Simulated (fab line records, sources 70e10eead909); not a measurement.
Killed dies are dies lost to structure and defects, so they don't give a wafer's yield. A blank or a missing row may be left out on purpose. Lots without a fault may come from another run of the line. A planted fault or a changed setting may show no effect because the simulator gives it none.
Tool commonality check | flow nand_harc | 14 lots, 42 wafers sampled

WHY IT WAS OPENED
At NHARC_P_CONTACT_CD_MEAS_12 the reading cd_nm is flagged on 2 of 14 lots. Wafers without a fault read 90.1 nm, standard deviation 0.62.
Rule: a lot is flagged when every wafer of it that has a number lies more than 4 standard deviations from that mean, or none has a number. The other lots count as sound.

lot  | measured     | on        | cd_nm (nm), wafer by wafer | flag
L560 | day 5 02:17  | cd_sem-03 | 89.7 89.5 90.1             |
L561 | day 5 06:23  | cd_sem-02 | 89.1 90.1 89.9             |
L562 | day 5 15:40  | cd_sem-03 | 90.8 91.1 90.9             |
L564 | day 6 13:40  | cd_sem-03 | 90.3 90.2 90.4             |
L565 | day 6 19:21  | cd_sem-01 | 90.1 90.4 90.6             |
L563 | day 7 07:10  | cd_sem-02 | 90.7 90.7 90.8             |
L566 | day 7 12:08  | cd_sem-01 | 91.0 89.8 89.6             |
L567 | day 8 01:21  | cd_sem-01 | 90.1 90.8 90.1             |
L570 | day 9 04:58  | cd_sem-02 | 90.3 89.6 89.0             |
L571 | day 9 08:52  | cd_sem-02 | 90.4 90.6 90.8             |
L580 | day 13 02:59 | cd_sem-02 | 90.2 90.7 90.4             |
L581 | day 13 20:45 | cd_sem-01 | 118.3 118.3 118.9          | FLAGGED
L582 | day 14 02:01 | cd_sem-03 | 113.0 113.8 113.1          | FLAGGED
L583 | day 14 08:40 | cd_sem-03 | 89.4 89.4 89.2             |
The numbers of the flagged lots are 115.9 nm on average: +25.8 nm against the usual, or +42 standard deviations.

WHICH TOOL RAN EACH LOT
The record holds 2 process steps before the reading, out of a route of 1302 steps. In each cell: the tool, then ch and the chambers that the sampled wafers went through, then the start.
lot  | flag    | NHARC_P_GATE_RTA_80              | NHARC_P_CONTACT_EXPOSE_09
L560 |         | rtp_anneal-01 ch 0, day 5 00:03  | arfi_scanner-01 ch 0, day 5 02:10
L561 |         | rtp_anneal-01 ch 0, day 5 04:10  | arfi_scanner-03 ch 0, day 5 06:15
L562 |         | rtp_anneal-02 ch 0, day 5 13:23  | arfi_scanner-03 ch 0, day 5 15:31
L564 |         | rtp_anneal-02 ch 0, day 6 11:32  | arfi_scanner-03 ch 0, day 6 13:32
L565 |         | rtp_anneal-02 ch 0, day 6 17:07  | arfi_scanner-02 ch 0, day 6 19:13
L563 |         | rtp_anneal-01 ch 0, day 7 04:58  | arfi_scanner-03 ch 0, day 7 07:02
L566 |         | rtp_anneal-01 ch 0, day 7 09:52  | arfi_scanner-01 ch 0, day 7 11:59
L567 |         | rtp_anneal-02 ch 0, day 7 23:05  | arfi_scanner-03 ch 0, day 8 01:12
L570 |         | rtp_anneal-01 ch 0, day 9 02:49  | arfi_scanner-02 ch 0, day 9 04:49
L571 |         | rtp_anneal-02 ch 0, day 9 06:37  | arfi_scanner-01 ch 0, day 9 08:44
L580 |         | rtp_anneal-01 ch 0, day 13 00:47 | arfi_scanner-03 ch 0, day 13 02:50
L581 | FLAGGED | rtp_anneal-02 ch 0, day 13 18:31 | arfi_scanner-03 ch 0, day 13 20:37
L582 | FLAGGED | rtp_anneal-01 ch 0, day 13 23:33 | arfi_scanner-03 ch 0, day 14 01:53
L583 |         | rtp_anneal-01 ch 0, day 14 06:25 | arfi_scanner-01 ch 0, day 14 08:32
What these steps do:
- NHARC_P_GATE_RTA_80: time 30 s.
- NHARC_P_CONTACT_EXPOSE_09: exposes mask P CA, target cd 90 nm.
- NHARC_P_CONTACT_CD_MEAS_12: target cd 90 nm.

FLAGGED OVER TOTAL, TOOL BY TOOL (the gauges that took the reading come last)
step                       | tool            | lots run | flagged | share of the flagged lots | sound lots run after its first flagged lot
NHARC_P_GATE_RTA_80        | rtp_anneal-01   | 8        | 1       | some                      | 1 (L583)
NHARC_P_GATE_RTA_80        | rtp_anneal-02   | 6        | 1       | some                      | 0
NHARC_P_CONTACT_EXPOSE_09  | arfi_scanner-01 | 4        | 0       | none                      | -
NHARC_P_CONTACT_EXPOSE_09  | arfi_scanner-02 | 2        | 0       | none                      | -
NHARC_P_CONTACT_EXPOSE_09  | arfi_scanner-03 | 8        | 2       | all                       | 0
NHARC_P_CONTACT_CD_MEAS_12 | cd_sem-01       | 4        | 1       | some                      | 0
NHARC_P_CONTACT_CD_MEAS_12 | cd_sem-02       | 5        | 0       | none                      | -
NHARC_P_CONTACT_CD_MEAS_12 | cd_sem-03       | 5        | 1       | some                      | 1 (L583)

WHAT THE TABLE ALLOWS
1 row of the table ran every flagged lot: arfi_scanner-03 at NHARC_P_CONTACT_EXPOSE_09.
- arfi_scanner-03 at NHARC_P_CONTACT_EXPOSE_09: 2 of its 8 lots flagged. Its last sound lot is L580 (day 13 02:50), its first flagged lot L581 (day 13 20:37): a fault that began between those two fits. Its own readings lie more than 4 standard deviations out on every wafer of the flagged lots: exposure_dose_mJ_cm2.
One tool is left: arfi_scanner-03 at NHARC_P_CONTACT_EXPOSE_09.

WHAT THE SIMULATOR HAD PUT IN
Process parameter drift: arfi_scanner-03, from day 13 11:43 on, at NHARC_P_CONTACT_EXPOSE_09. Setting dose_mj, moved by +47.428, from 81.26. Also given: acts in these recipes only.
Lots struck among those shown: L581, L582. The rule above found the same.
